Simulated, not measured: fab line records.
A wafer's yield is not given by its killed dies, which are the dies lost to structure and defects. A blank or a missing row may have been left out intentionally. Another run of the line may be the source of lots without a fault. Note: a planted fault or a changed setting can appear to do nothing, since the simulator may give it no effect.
Chamber matching + flow n5 finfet + N5_DUMMY_GATE_ETCH_32 on rie si-01: 4 sister chambers
The step etches SiO2 in CF4, target depth 3.5 nm, time 3.9 s. 8 wafers are shown with their chamber, then 8 later ones without.

== WAFERS, EACH WITH ITS CHAMBER ==
| wafer  | chamber | throttle valve pct (%) | drypump motor current A (A) |
|--------|---------|------------------------|-----------------------------|
| L081.4 | 2       | 22.10                  | 6.0                         |
| L084.2 | 3       | 21.75                  | 5.2                         |
| L084.4 | 2       | 22.10                  | 6.0                         |
| L087.1 | 1       | 21.89                  | 5.8                         |
| L087.6 | 0       | 21.81                  | 5.6                         |
| L088.1 | 3       | 21.78                  | 5.1                         |
| L088.5 | 0       | 21.82                  | 5.7                         |
| L088.6 | 1       | 21.88                  | 5.8                         |

== WAFERS WHOSE CHAMBER IS MISSING ==
| wafer  | throttle valve pct (%) | drypump motor current A (A) |
|--------|------------------------|-----------------------------|
| L089.3 | 21.81                  | 5.7                         |
| L089.4 | 21.77                  | 5.1                         |
| L089.5 | 21.76                  | 5.1                         |
| L091.1 | 21.76                  | 5.1                         |
| L091.2 | 21.88                  | 5.8                         |
| L092.2 | 22.10                  | 6.0                         |
| L092.3 | 21.76                  | 5.1                         |
| L092.4 | 21.90                  | 5.8                         |

== WHICH CHAMBER EACH ONE RAN IN ==
| wafer  | from the rows above | in truth |
|--------|---------------------|----------|
| L089.3 | 0                   | 0        |
| L089.4 | 3                   | 3        |
| L089.5 | 3                   | 3        |
| L091.1 | 3                   | 3        |
| L091.2 | 1                   | 1        |
| L092.2 | 2                   | 2        |
| L092.3 | 3                   | 3        |
| L092.4 | 1                   | 1        |
Placed correctly: 8 of 8. Number that these rows cannot place: 0. Number placed wrongly: 0.
How it was worked out, from the rows above alone: a wafer's distance from a chamber is the root of the sum, over the readings, of the square of ((its reading less the chamber's mean) divided by the reading's scatter). If the next closest chamber is less than 2 further off than the closest, the wafer can't be placed; otherwise it belongs to the closest. Each chamber's mean is taken over the wafers shown for it. The scatter: the root of (the sum of the squares of (reading less its chamber's mean) over the shown wafers, divided by (wafers less chambers)).
